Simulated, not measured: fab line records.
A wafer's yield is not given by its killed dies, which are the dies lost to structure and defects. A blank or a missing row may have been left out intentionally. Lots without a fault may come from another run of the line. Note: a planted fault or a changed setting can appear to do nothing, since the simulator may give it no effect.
Matching of chambers    flow n5 finfet    3 sister chambers for N5_BEOL_M0_SAQP_PECVD_04 on pecvd-04
The step deposits a-Si from SiH4/He, target thk 60 nm, time 60.2 s. 16 wafers are shown with their chamber, then 8 later ones without.

WAFERS PAIRED WITH THEIR CHAMBERS
wafer   chamber  throttle valve pct (%)  showerhead plenum p Torr (Torr)  heater power w (W)
L075.4  2        17.5                    5.63                             667
L075.5  1        18.6                    5.72                             602
L075.6  0        18.3                    5.71                             686
L079.2  0        18.2                    5.70                             731
L079.5  2        17.5                    5.65                             561
L079.6  1        18.6                    5.71                             539
L081.3  0        18.3                    5.71                             758
L081.5  2        17.7                    5.65                             662
L081.6  1        18.6                    5.71                             603
L087.2  1        18.7                    5.72                             548
L087.4  2        17.8                    5.65                             629
L087.5  1        18.7                    5.73                             549
L088.2  2        17.8                    5.64                             633
L088.3  1        18.6                    5.70                             547
L088.5  0        18.0                    5.70                             764
L090.2  0        18.3                    5.69                             689

SIGNATURES (means of the wafers above)
reading                   chamber 0  chamber 1  chamber 2  scatter within a chamber
throttle valve pct        18.220     18.633     17.660     0.115
showerhead plenum p Torr  5.7020     5.7150     5.6440     0.00941
heater power w            725.60     564.67     630.40     36.1
Rule: distance of a wafer from a chamber = root of the sum over the readings of ((wafer's reading minus chamber's mean) / reading's scatter) squared. The wafer belongs to the nearest chamber; if the next one is less than 2 further off, it can't be placed. The scatter: the root of (the sum of the squares of (reading less its chamber's mean) over the shown wafers, divided by (wafers less chambers)).

WAFERS WITHOUT THEIR CHAMBER
wafer   throttle valve pct (%)  showerhead plenum p Torr (Torr)  heater power w (W)
L090.3  18.6                    5.70                             589
L090.4  18.3                    5.72                             690
L095.2  18.1                    5.64                             648
L095.3  18.7                    5.72                             590
L095.6  18.1                    5.71                             722
L096.4  18.0                    5.71                             733
L096.5  18.0                    5.66                             611
L096.6  18.9                    5.70                             581

WHICH CHAMBER EACH ONE RAN IN
wafer   from the rows above  in truth
L090.3  1                    1
L090.4  0                    0
L095.2  2                    2
L095.3  1                    1
L095.6  0                    0
L096.4  0                    0
L096.5  2                    2
L096.6  1                    1
Correctly placed: 8 of 8. Not placeable from these rows: 0. Wrongly placed: 0.
